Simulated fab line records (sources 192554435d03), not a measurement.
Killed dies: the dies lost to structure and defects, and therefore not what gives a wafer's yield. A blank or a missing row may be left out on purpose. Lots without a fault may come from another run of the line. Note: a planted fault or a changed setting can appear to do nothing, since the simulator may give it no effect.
fab line records    flow n5Finfet
[record] lots = 4  wafers = 11  lastDay = 17
route steps=1938 shown SD_EPI_N@275 SD_EPI_P@295 SD_ACTIVATION@334 PASSIVATION@1936
lots that met no fault: from a run of the same line without faults
startH: hours from the record's first day to the start of the lot's first wafer shown    waitH: how many hours have passed since the lot's step before this one    " identical to the entry in the row above    L1.1+2: a single row standing in for several wafers    - no value present, or no start provided    * or withheld: withheld    < > ~ a bound
route shown NAME@n: a module of which the file shows steps, and the number in the route of the first    usual: the fault-free wafers' mean and standard deviation    same: alike in all rows    chamber/n: place in a boat    sites: per-site readings    _std_site: the values' standard deviation    _edge_site: outer sites' mean less inner sites'    radiusMm: for every site, how far away it sits from the centre of the wafer    mask NAME#n: copy n    behind: the most recent tool/chamber to have shaped the wafer    hold: the reason the lot was held/the length of the hold in hours/how it ended    device: the n, p or np transistor that did not switch    end of line: tests run on the same wafers once the route is complete    where a step has no rows: the recipe by itself    killed: dies that structure and defects cost at the first sort, which is not the same as the wafer's yield    map: a wafer's dies, marking killed ones x, the rest . and places with no die _
set.NAME: the run value of the setting; set.NAME@STEP: its run value at that earlier step    model.NAME: the simulator's own value behind a step, which no gauge read
lots at selected steps of the route; one table per step, one row per wafer
services: from which hour (startH, from the record's first day; less than 0 if before it) a tool's chamber was out of use, for how many hours, and why
[[steps]]
[step N5_SD_EPI_N_ETCH_35]
[recipe] chemistry = N2/H2  target = SOC  overetchA = 1080  maskMaterial = SiARC  tempC = 40  ionEnergyEv = 100  sourceW = 3000  biasW = 133  pressureMtorr = 20  timeS = 486  n2FlowSccm = 200  h2FlowSccm = 200
[step N5_SD_EPI_N_STRIP_36]
[recipe] chemistry = N2/H2  tempC = 40  n2FlowSccm = 200  h2FlowSccm = 200  rfFrequencyHz = 6e+07
[step N5_SD_EPI_N_ETCHBACK_44]
[recipe] chemistry = CH3F/O2  mode = anisotropicEtchback  target = SiNx  targetDepthA = 145  stopOn = SiO2  overEtchFrac = 0.3  ionEnergyEv = 120  pressureMtorr = 30  sourceW = 395  biasW = 73  Ar_flow_sccm = 150  CH3F_flow_sccm = 30  O2_flow_sccm = 20
[step N5_SD_EPI_N_ETCH_45]
[recipe] chemistry = CH3F/O2  target = SiOCN  targetDepthA = 60  maskMaterial = SOC  ionEnergyEv = 60  biasW = 29  pressureMtorr = 15  sourceW = 410  Ar_flow_sccm = 150  CH3F_flow_sccm = 30  O2_flow_sccm = 20
[step N5_SD_EPI_N_ETCH_16]
[recipe] chemistry = CHF3/O2  target = SiO2  targetDepthA = 50  maskMaterial = SOC  pressureMtorr = 30  sourceW = 650  biasW = 170  Ar_flow_sccm = 200  CHF3_flow_sccm = 50  O2_flow_sccm = 5  ionEnergyEv = 200
[step N5_SD_EPI_N_STRIP_47]
[recipe] chemistry = CHF3/O2  resist = SiARC  rfFrequencyHz = 6e+07
[step N5_SD_EPI_N_SD_RECESS_17]
[recipe] chemistry = HBr/Cl2/O2  targetDepthA = 410  maskMaterial = SOC  timeS = 23.7  btTimeS = 3  pressureMtorr = 10  icpW = 800  biasW = 112  HBr_flow_sccm = 150  Cl2_flow_sccm = 80  O2_flow_sccm = 12
[step N5_SD_EPI_N_STRIP_38]
[recipe] chemistry = N2/H2  powerW = 1000  tempC = 250  h2Frac = 0.65  overashFraction = 0.3  pressureMtorr = withheld  n2FlowSccm = 1750  h2FlowSccm = 3250
[step N5_SD_EPI_N_WET_ETCH_43]
[recipe] chemistry = dHF  dilution = withheld  timeS = 14  target = SiO2  targetDepthA = 15  tempC = 25
[step N5_SD_EPI_N_STRIP_18]
[recipe] chemistry = SPM  timeS = 750  tempC = 130  h2so4H2o2VolRatio = 4
[step N5_SD_EPI_N_SRD_20]
[recipe] dry = ipaMarangoni  doPpb = 5  timeS = 30  tempC = 23  rinseLiquid = diw
[step N5_SD_EPI_N_PRECLEAN_48]
[recipe] chemistry = NF3:NH3  afsCycles = 2  tempC = 30  timeS = 20  sublimationTempC = 180  sublimationTimeS = 60  pressureTorr = 3  rfPowerW = 30
[step N5_SD_EPI_N_VAPOR_ETCH_50]
[recipe] chemistry = HCl  target = Si  tempC = 775  timeS = 54  pressureTorr = 20  mode = isotropic
[usual] susceptorTempC = 775.0/0.37  throttleValvePct = 11.93/0.25
lot.wafer  tool         chamber  startH  waitH  susceptorTempC  throttleValvePct
L450.1     epiRpcvd-03  0        49.77   0.3    774.4           12.19
L450.2     "            0        "       "      774.5           12.18
L450.3     "            0        "       "      774.8           12.20
L458.2     epiRpcvd-03  0        114.93  0.3    775.1           12.17
L458.3     "            0        "       "      775.3           12.22
L458.5     "            0        "       "      775.0           11.98
L462.2     epiRpcvd-03  0        122.64  0.3    775.4           12.37
L462.3     "            0        "       "      775.2           12.12
L469.2     epiRpcvd-01  0        170.18  0.3    774.6           11.59
L469.4     "            0        "       "      775.6           11.56
L469.6     "            0        "       "      775.4           11.82
[step N5_SD_EPI_N_EPI_21]
[recipe] material = Si:P  dopant = P  tempC = 680  pressureTorr = 255  timeS = 690
[step N5_SD_EPI_N_PRECLEAN_24]
[recipe] chemistry = O3/DIW  timeS = 60  tempC = 22  o3Ppm = 10
[step N5_SD_EPI_N_SRD_25]
[recipe] timeS = 30  tempC = 23  rinseLiquid = diw  dry = ipaMarangoni
[step N5_SD_EPI_N_PRECLEAN_49]
[recipe] chemistry = NF3:NH3  afsCycles = 1  tempC = 30  timeS = 20  sublimationTempC = 180  sublimationTimeS = 60  pressureTorr = 3  rfPowerW = 30
[step N5_SD_EPI_N_LINER_46]
[recipe] material = SiNx  targetThkA = 30  tempC = 400  aldPrecursorFamily = SiH2I2  aldCoReactant = N2/H2-plasma  pressureTorr = 2
[step N5_SD_EPI_N_INSPECT_26]
[recipe] inspectInstrument = darkfield  mode = postEpi
[usual] rawDefectCount = 219/43
lot.wafer  tool              chamber  startH  waitH  rawDefectCount
L450.1     defectInspect-02  -        52.22   0.1    165
L450.2     "                 -        "       "      178
L450.3     "                 -        "       "      198
L458.2     defectInspect-02  -        117.40  0.1    726
L458.3     "                 -        "       "      649
L458.5     "                 -        "       "      633
L462.2     defectInspect-02  -        125.78  0.1    662
L462.3     "                 -        "       "      628
L469.2     defectInspect-01  -        173.56  0.1    266
L469.4     "                 -        "       "      239
L469.6     "                 -        "       "      281
[step N5_SD_EPI_P_COAT_34]
[recipe] resist = SOC  tempC = 250  timeS = 60  spinRpm = 1500  resistThkNm = 350
[step N5_SD_EPI_P_COAT_35]
[recipe] resist = SiARC  tempC = 220  timeS = 60  spinRpm = 1500  resistThkNm = 35
[step N5_SD_EPI_P_COAT_03]
[recipe] resist = CAR-ArF-block  spinRpm = 1500  resistThkNm = 150
[step N5_SD_EPI_P_EBR_05]
[recipe] solvent = PGMEA  ebrWidthMm = 1.5
[step N5_SD_EPI_P_SOFTBAKE_04]
[recipe] tempC = 110  timeS = 60  resist = CAR-ArF-block
[step N5_SD_EPI_P_EXPOSE_06]
[recipe] maskId = SD_P_BLK  na = 1.35  sourceShape = conventional  sigmaOuter = 0.8  polarization = unpolarized  targetCdNm = 240  doseMj = 39.5
[step N5_SD_EPI_P_PEB_07]
[recipe] pebTempC = 110  pebTimeS = 60  resist = CAR-ArF-block
[step N5_SD_EPI_P_DEVELOP_08]
[recipe] developTimeS = 30  developer = TMAH  resist = CAR-ArF-block  devTempC = 23  rinseLiquid = diw  dry = airSpin
[step N5_SD_EPI_P_INSPECT_11]
[recipe] mode = adi  inspectInstrument = macro
[usual] rawDefectCount = 2.1/1.4
lot.wafer  tool              chamber  startH  waitH  rawDefectCount
L450.1     defectInspect-02  -        52.68   0.0    4
L450.2     "                 -        "       "      5
L450.3     "                 -        "       "      1
L458.2     defectInspect-01  -        117.85  0.0    >300
L458.3     "                 -        "       "      >300
L458.5     "                 -        "       "      >300
L462.2     defectInspect-01  -        126.23  0.0    >300
L462.3     "                 -        "       "      >300
L469.2     defectInspect-02  -        173.89  0.0    2
L469.4     "                 -        "       "      2
L469.6     "                 -        "       "      3
[step N5_SD_EPI_P_DESCUM_14]
[recipe] chemistry = O2  timeS = 7.9  sourcePowerW = 50  biasPowerW = 20  pressureMtorr = 20  rfFrequencyHz = 2.712e+07  tempC = 40  resist = CAR-ArF-block  o2FlowSccm = 225
[step N5_SD_EPI_P_ETCH_36]
[recipe] chemistry = CF4  target = SiARC  targetDepthA = 455  maskMaterial = CAR-ArF-block  timeS = 75.8  ionEnergyEv = 80  pressureMtorr = 40  sourceW = 545  biasW = 36  Ar_flow_sccm = 100  cf4FlowSccm = 100  ends = cleared
[step N5_SD_EPI_P_ETCH_37]
[recipe] chemistry = N2/H2  target = SOC  overetchA = 1080  maskMaterial = SiARC  tempC = 40  ionEnergyEv = 100  sourceW = 3000  biasW = 133  pressureMtorr = 20  timeS = 486  n2FlowSccm = 200  h2FlowSccm = 200  ends = endPoint
[step N5_SD_EPI_P_STRIP_38]
[recipe] chemistry = N2/H2  tempC = 40  n2FlowSccm = 200  h2FlowSccm = 200  rfFrequencyHz = 6e+07
[step N5_SD_EPI_P_ETCHBACK_46]
[recipe] chemistry = CH3F/O2  mode = anisotropicEtchback  target = SiNx  targetDepthA = 175  stopOn = SiO2  overEtchFrac = 0.3  ionEnergyEv = 120  pressureMtorr = 30  sourceW = 395  biasW = 73  Ar_flow_sccm = 150  CH3F_flow_sccm = 30  O2_flow_sccm = 20
[step N5_SD_EPI_P_ETCH_47]
[recipe] chemistry = CH3F/O2  target = SiOCN  targetDepthA = 250  maskMaterial = SOC  ionEnergyEv = 60  biasW = 29  pressureMtorr = 30  sourceW = 410  Ar_flow_sccm = 150  CH3F_flow_sccm = 30  O2_flow_sccm = 20
[step N5_SD_EPI_P_ETCH_16]
[recipe] chemistry = CHF3/O2  target = SiO2  targetDepthA = 50  maskMaterial = SOC  pressureMtorr = 30  sourceW = 650  biasW = 170  Ar_flow_sccm = 200  CHF3_flow_sccm = 50  O2_flow_sccm = 5  ionEnergyEv = 200
[step N5_SD_EPI_P_STRIP_50]
[recipe] chemistry = CHF3/O2  resist = SiARC  rfFrequencyHz = 6e+07
[step N5_SD_EPI_P_SD_RECESS_17]
[recipe] chemistry = HBr/Cl2/O2  targetDepthA = 391  btTimeS = 3  pressureMtorr = 10  icpW = 800  biasW = 112  HBr_flow_sccm = 150  Cl2_flow_sccm = 80  O2_flow_sccm = 12
[step N5_SD_EPI_P_WET_ETCH_45]
[recipe] chemistry = dHF  dilution = withheld  timeS = 10.7  target = SiO2  targetDepthA = 20  tempC = 25  dry = ipaMarangoni  rinseTimeS = 30  rinseTempC = 23
[step N5_SD_EPI_P_STRIP_40]
[recipe] chemistry = N2/H2  powerW = 1000  tempC = 250  h2Frac = 0.65  overashFraction = 0.3  pressureMtorr = withheld  n2FlowSccm = 1750  h2FlowSccm = 3250
[step N5_SD_EPI_P_INSPECT_26]
[recipe] inspectInstrument = darkfield  mode = postEpi
[usual] rawDefectCount = 188/39
lot.wafer  tool              chamber  startH  waitH  rawDefectCount
L450.1     defectInspect-02  -        56.99   0.0    169
L450.2     "                 -        "       "      140
L450.3     "                 -        "       "      164
L458.2     defectInspect-01  -        122.63  0.0    724
L458.3     "                 -        "       "      602
L458.5     "                 -        "       "      628
L462.2     defectInspect-01  -        129.98  0.0    620
L462.3     "                 -        "       "      616
L469.2     defectInspect-02  -        178.66  0.0    207
L469.4     "                 -        "       "      181
L469.6     "                 -        "       "      171
[step N5_SD_ACTIVATION_INSPECT_02]
[recipe] inspectInstrument = darkfield  mode = postAnneal
[usual] rawDefectCount = 188/40
lot.wafer  tool              chamber  startH  waitH  rawDefectCount
L450.1     defectInspect-02  -        64.35   0.2    166
L450.2     "                 -        "       "      145
L450.3     "                 -        "       "      181
L458.2     defectInspect-01  -        123.50  0.1    749
L458.3     "                 -        "       "      608
L458.5     "                 -        "       "      643
L462.2     defectInspect-02  -        130.74  0.1    611
L462.3     "                 -        "       "      615
L469.2     defectInspect-01  -        179.41  0.1    203
L469.4     "                 -        "       "      189
L469.6     "                 -        "       "      153
[step N5_PASSIVATION_PROBE_49]
[usual] defectLimitedYield = 91.3/1.5  killed_at_M0_to_M3 = 34/10  killed_at_M4_up = 13/4.9  killedAtContacts = 13/6.1  killedAtFrontEnd = 39/13  killedAtOther = 4.1/2.7  killedDies = 103/18  killedOpen = 68/13  killedShort = 32/7.6  sort_bin_5_function = 5.2/1  sort_bin_6_memory = 3.2/0.75  sortNPass = 1077/18  sortYieldPct = 91.3/1.5
[same] grossDies = 1180  killedAtBackSide = 0  sort_bin_4_leakage[%] = 0  sort_bin_8_speed[%] = 0
lot.wafer  tool       chamber  startH  waitH  defectLimitedYield[%]  killed_at_M0_to_M3  killed_at_M4_up  killedAtContacts  killedAtFrontEnd  killedAtOther  killedDies  killedOpen  killedShort  sort_bin_5_function[%]  sort_bin_6_memory[%]  sortNPass  sortYieldPct[%]
L458.2     prober-01  -        353.54  0.1    81.9                   36                  13               18                141               5              213         68          35           11.0                    4.2                   967        81.9
L458.5     prober-01  -        353.69  0.2    82.9                   29                  8                11                147               7              202         54          35           11.8                    3.6                   978        82.9
L462.3     prober-01  -        360.69  0.8    82.9                   29                  10               25                136               2              202         66          32           11.8                    3.1                   978        82.9
// killed by level:class
L458.2 SD_EPI_N:unspecified=109 MOL_CONTACT_COAG:geometricParticle:open=14 BEOL_M0_SAQP:geometricParticle:open=8 BEOL_M0_SAQP:geometricParticle:short=8 GATE_CUT:geometricParticle:open=6 FIN_SAQP:geometricParticle:open=5 BEOL_M2:geometricParticle:open=5 BEOL_M3:geometricParticle:open=5
L458.5 SD_EPI_N:unspecified=113 BEOL_M0_SAQP:geometricParticle:open=11 STI_FIN_REVEAL:geometricParticle:open=9 MOL_CONTACT_COAG:geometricParticle:open=9 BEOL_M0_SAQP:geometricParticle:short=7 STARTING-WAFER:geometricParticle:short=7 STARTING-WAFER:geometricParticle:open=5 FIN_SAQP:geometricParticle:open=4
L462.3 SD_EPI_N:unspecified=100 MOL_CONTACT_COAG:geometricParticle:open=21 FIN_SAQP:geometricParticle:short=11 FIN_SAQP:geometricParticle:open=11 BEOL_M3:geometricParticle:open=6 BEOL_M0_SAQP:geometricParticle:open=5 BEOL_M1:geometricParticle:open=5 DUMMY_GATE:geometricParticle:open=4
// map L458.2 (x killed, . not)
_________________....xxxxxxx.________________
______________.....x.xxxxxxxx.xx_____________
___________.........xxxxxxxxx.xx...__________
__________.x.x..x...xxxxxxxxxxxx...._________
________....x...x.xxxxxxxxxxxxxx.....x_______
_______.........x...xxxxxxxxxxxx.x..x..______
______.....x......xx.xxxxxxxxxx.xx...x.._____
_____x...xx........xxxxxxxxxxx...x......x____
____.......xx....x...xxxxxxxxx.......x.x.x___
___...........x....xxx.xx..xx..x...........__
___.........x...........xx.x...x......x....__
__..x....................x.x..x.....x......._
__.x..................x.....x.x.x.....x...x._
_.........x.........x....x...................
_........x......................x.x..........
_.x.................x.....xx.x............x..
_..x.x.......x....x.......x..................
_..................x.....x...........x.......
_...x........x....x..x.x.......x......x......
_..............x...........x............x...x
_..x............x..x.x.......................
__x.............x...............x.x.x..xx..._
__............xx..........................x._
___........................x..........x....__
___..x........................x..x.........__
____.....................................x___
_____....x...x.........x.....x...........____
______.......x.........................._____
_______....................x..........x______
________.....................x........_______
__________.................x.......x_________
___________.........x..............__________
______________.......x.........._____________
_________________............________________
// map L462.3 (x killed, . not)
_________________x..xxxxxxxxx________________
______________...x..xxxxxxxxxx.._____________
___________.........xxxxxxxxxxxxx..__________
__________........xxxxxxxxxx.x..xx.._________
________...........xxxxxxxxxxxxxx....._______
_______.............xxxxxxxxxxxx.x.....______
______...........x..xxxxxxxxxx.x......x._____
_____.......x......xxxxxxxxxx.xx..x...x..____
____...................xxxxxx.xx..........___
___................x..x.xxx..........x.....__
___x.........x..x.....x.xx........x....x...__
__.........x.......x.....x..x...x..........._
__..........x....x......x...........x...x..x_
_............x...x.......x....x......x.......
_..x....x...................x.............x..
_...............................x............
_...............x.........................x..
_.x.......................x.....x.........x..
_.x.......xx..........................x......
_..................x.........................
_x...x......x......x.....x..x...x..x....x..x.
__..................xx.............x....x..._
__.x..x.............x..........x.......x..x._
___........x...............................__
___..............x..x.............x......x.__
____...x.x..........................xx....___
_____..............x......x..............____
______..x.......x......x................_____
_______.........................x......______
________...x..........x...........x..._______
__________.........x.........x......_________
___________..x....x.............x..__________
______________........x.....x..._____________
_________________....x.......________________
[[services]]
tool         chamber  startH  hours  kind
epiRpcvd-03  -        39.83   0.7    repair
[[key]]
[firstSign] step = N5_SD_EPI_N_INSPECT_26  reading = rawDefectCount  direction = up  sigmas = 10  usual = 219  struck = 660
[effect] step = N5_SD_EPI_P_INSPECT_11  reading = rawDefectCount  direction = up  sigmas = 99+  usual = 2.1  struck = >300
[effect] step = N5_SD_EPI_P_INSPECT_26  reading = rawDefectCount  direction = up  sigmas = 12  usual = 188  struck = 638
[effect] step = N5_SD_ACTIVATION_INSPECT_02  reading = rawDefectCount  direction = up  sigmas = 11  usual = 188  struck = 645
[effect] step = N5_PASSIVATION_PROBE_49  reading = killedAtFrontEnd  direction = up  sigmas = 8.1  usual = 39  struck = 141
[moreKillsBornAt] N5_SD_EPI_N_VAPOR_ETCH_50@epiRpcvd-03 = 322
metAt N5_SD_EPI_N_VAPOR_ETCH_50
struckWafers L458.2,L458.3,L458.5,L462.2,L462.3
rowsEnd L458.3,L462.2
onsetBetween 49.77 114.93
[fault] kind = chamberParticleSource  tool = epiRpcvd-03  chamber = -  onsetH = 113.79  steps = N5_SD_EPI_N_VAPOR_ETCH_50  ratePerVisitCm2 = 0.72133
// rowsEnd: these wafers met a further fault down the route, and their rows from its step on are left out
